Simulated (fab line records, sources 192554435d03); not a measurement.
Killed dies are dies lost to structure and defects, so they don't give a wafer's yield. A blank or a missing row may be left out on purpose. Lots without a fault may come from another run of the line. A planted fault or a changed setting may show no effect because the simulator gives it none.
A struck lot beside a sound one | flow n5_finfet | 37 steps out of a route of 1938
Sound: wafers L179.1, L179.3, L179.5. Struck: wafers L167.2, L167.4, L167.5. The cause comes at the end.
At each step with rows: each side's tool, then ch and its chambers, then its first start. Under that, the readings that differ: sound wafers | struck wafers | difference of the means | sigmas: that difference in standard deviations of wafers without a fault.
alike: readings whose means differ by less than 2 such deviations, and words and numbers that are the same on both sides. not compared: withheld readings, readings that some wafer has no value for, bounds like >300 that may hide the same value, and numbers for which the record gives no deviation and whose values overlap.
The two part at a step that has a row with sigmas, a row that says differs or no value, or rows on one side only. Numbers that don't overlap but have no deviation are shown without sigmas and don't part them. A reading that every wafer of one side lacks parts them only if that side has two wafers or more.

first, 9 steps without rows for these wafers: N5_BEOL_M4_ANNEAL_95 (time 240 s); N5_BEOL_M4_SPUTTER_96 (material Cu, target thk 4.5 nm, time 8.29 s); N5_BEOL_M4_ECD_50 (material Cu, target thk 300 nm); N5_BEOL_M4_ANNEAL_51 (time 90 s); N5_BEOL_M4_CMP_52 (polishes, stops on SiOC, t overpolish 6.8 s, target thk 40 nm); N5_BEOL_M4_PRE_CLEAN_60 (time 15 s); N5_BEOL_M4_CO_CAP_55 (material Co, precursor CCTBA/H2, target thk 2 nm, time 102.1 s); N5_BEOL_M4_PRE_CLEAN_56 (time 15 s); N5_BEOL_M4_DEP_57 (deposits SiCN from 3MS/NH3, target thk 8 nm, time 14 s).
N5_BEOL_M4_RC_MEAS_101:
  sound on prober-01 ch 0, day 12 07:28; struck on prober-01 ch 0, day 8 21:38
  alike: DIBL_N, DIBL_P, IOFF_N, IOFF_P, ION_N, ION_P, SS_N, SS_P, VT_N, VT_P
then, 24 steps without rows for these wafers: N5_BEOL_M5_ILD_DEP_00 (deposits SiCOH lowk from DEMS/porogen, target thk 140.64 nm, time 25.9 s); N5_BEOL_M5_CURE_79 (cures SiCOH lowk, time 240 s); N5_BEOL_M5_PECVD_70 (deposits SiO2 from TEOS/O2, target thk 16 nm, time 18 s); N5_BEOL_M5_HM_DEP_02 (deposits TiN, target thk 20 nm); N5_BEOL_M5_COAT_59 (time 60 s, resist thk 60 nm); N5_BEOL_M5_COAT_60 (time 60 s, resist thk 12 nm); N5_BEOL_M5_COAT_71 (time 60 s, resist thk 5 nm); N5_BEOL_M5_COAT_05 (resist thk 30 nm); N5_BEOL_M5_EBR_07; N5_BEOL_M5_SOFTBAKE_06 (time 60 s); N5_BEOL_M5_EXPOSE_08 (exposes mask M5, target cd 28 nm); N5_BEOL_M5_PEB_09 (peb time 60 s); N5_BEOL_M5_DEVELOP_10 (develop time 30 s); N5_BEOL_M5_DESCUM_16 (chemistry O2, time 7 s); N5_BEOL_M5_ETCH_72 (etches underlayer in N2/H2, target depth 6.5 nm, time 5.2 s); N5_BEOL_M5_ETCH_61 (etches SiARC in CF4, target depth 15.6 nm, time 26 s); N5_BEOL_M5_ETCH_62 (etches SOC in N2/H2, target depth 75 nm, overetch 15 nm, time 112.5 s); N5_BEOL_M5_STRIP_63 (strips in N2/H2); N5_BEOL_M5_STRIP_73 (strips in N2/H2); N5_BEOL_M5_STRIP_64 (strips in CF4); N5_BEOL_M5_HM_OPEN_17 (chemistry Cl2/BCl3, target TiN, target depth 20 nm, overetch 6 nm); N5_BEOL_M5_STRIP_19 (strips in O2); N5_BEOL_M5_COAT_65 (time 60 s, resist thk 60 nm); N5_BEOL_M5_COAT_66 (time 60 s, resist thk 12 nm).
N5_BEOL_M5_CVD_47: deposits Co from CCTBA/H2, target thk 3 nm, time 216 s.
  sound on cvd_co-01 ch 0,1, day 12 13:41; struck on cvd_co-02 ch 0,1,2, day 9 06:25
  no value came back on the struck wafers for chamber_pressure_Torr (Torr), run_length_s (s); on the sound wafers chamber_pressure_Torr (Torr) reads 29.96 30.06 30.08
N5_BEOL_M5_CMP_52: polishes, stops on SiCOH lowk, t overpolish 6.9 s, target thk 62 nm.
  sound on cmp-01 ch 1,2, day 12 20:21; struck on cmp-04 ch 0,2,3, day 9 12:05
  reading                      | sound          | struck         | difference | sigmas
  barrier_field_endpoint_s (s) | 25.5 25.8 25.5 | 20.6 20.7 22.0 | -4.5       | -5
  alike: motor_current_A
  not compared: model.Cu_of_BEOL_M5_ECD_50.thk_nm
-- the record jumps here: 4 days lie between the struck wafers' starts before and after (it left off in module BEOL_M5 and takes up again in module PASSIVATION, whose first step shown is number 1936 of the route) --
N5_PASSIVATION_PROBE_49:
  sound on prober-02, day 16 20:39; struck on prober-01, day 13 13:05
  reading                  | sound          | struck         | difference | sigmas
  defect_limited_yield (%) | 92.4 90.3 93.4 | 0 0 0          | -92        | -61
  killed_at_M4_up          | 17 13 12       | 1084 1072 1077 | +1064      | +99 or more
  killed_at_contacts       | 1 4 6          | 23 19 14       | +15        | +3
  killed_at_other          | 7 12 5         | 2 4 0          | -6         | -2
  killed_dies              | 90 114 78      | 1180 1180 1180 | +1086      | +60
  killed_on_rim            | 10 15 12       | 152 152 152    | +140       | +38
  killed_open              | 62 75 50       | 100 90 89      | +31        | +2
  sort_bin_5_function (%)  | 4.7 5.7 4.2    | 88.0 88.1 87.5 | +83.0      | +75
  sort_bin_6_memory (%)    | 2.5 3.5 2.2    | 11.9 11.5 11.9 | +9.0       | +13
  sort_n_pass              | 1090 1066 1102 | 0 0 0          | -1086      | -60
  sort_yield_pct (%)       | 92.4 90.3 93.4 | 0 0 0          | -92        | -61
  alike: killed_at_M0_to_M3, killed_at_front_end, killed_short

WHERE THEY PART
First at N5_BEOL_M5_CVD_47; last, within this record, at N5_PASSIVATION_PROBE_49.

WHY: what the simulator had put in
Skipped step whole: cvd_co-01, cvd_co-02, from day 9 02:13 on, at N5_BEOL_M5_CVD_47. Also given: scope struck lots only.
